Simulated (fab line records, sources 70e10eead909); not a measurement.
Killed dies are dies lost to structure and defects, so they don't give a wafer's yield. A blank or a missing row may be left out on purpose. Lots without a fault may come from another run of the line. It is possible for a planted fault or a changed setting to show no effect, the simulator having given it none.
Chamber matching + flow nand_harc + ald_hk-01 running NHARC_A_CHANNEL_FILL_D1_ALD_14: 4 sister chambers
The step deposits SiO2, target thk 2.5 nm, pulse time 10 s, ald cycles 25. 4 wafers are shown with their chamber, then 10 later ones without.

== WAFERS WITH THEIR CHAMBER ==
| wafer  | chamber | heater_power_w (W) |
|--------|---------|--------------------|
| L081.4 | 0       | 384                |
| L081.5 | 2       | 442                |
| L083.3 | 1       | 523                |
| L083.4 | 3       | 574                |

== WAFERS WITHOUT THEIR CHAMBER ==
| wafer  | heater_power_w (W) |
|--------|--------------------|
| L083.5 | 449                |
| L084.1 | 441                |
| L084.4 | 521                |
| L084.5 | 376                |
| L095.3 | 373                |
| L095.4 | 460                |
| L095.6 | 387                |
| L097.3 | 600                |
| L097.5 | 455                |
| L097.6 | 577                |

== WHICH CHAMBER EACH WENT THROUGH ==
| wafer  | from the rows above | in truth |
|--------|---------------------|----------|
| L083.5 | 2                   | 2        |
| L084.1 | 2                   | 2        |
| L084.4 | 1                   | 1        |
| L084.5 | 0                   | 0        |
| L095.3 | 0                   | 0        |
| L095.4 | 2                   | 2        |
| L095.6 | 0                   | 0        |
| L097.3 | 3                   | 3        |
| L097.5 | 2                   | 2        |
| L097.6 | 3                   | 3        |
10 of 10 placed correctly. From these rows, 0 cannot be placed. Wrongly placed: 0.
How it was worked out, from the rows above alone: a wafer's distance from a chamber is the root of the sum, over the readings, of the square of ((its reading less the chamber's mean) divided by the reading's scatter). If the next closest chamber is less than 2 further off than the closest, the wafer can't be placed; otherwise it belongs to the closest. Each chamber's mean is taken over the wafers shown for it. The scatter: root of mean squared gap, hidden wafer to nearest shown wafer, with one shown wafer a chamber.
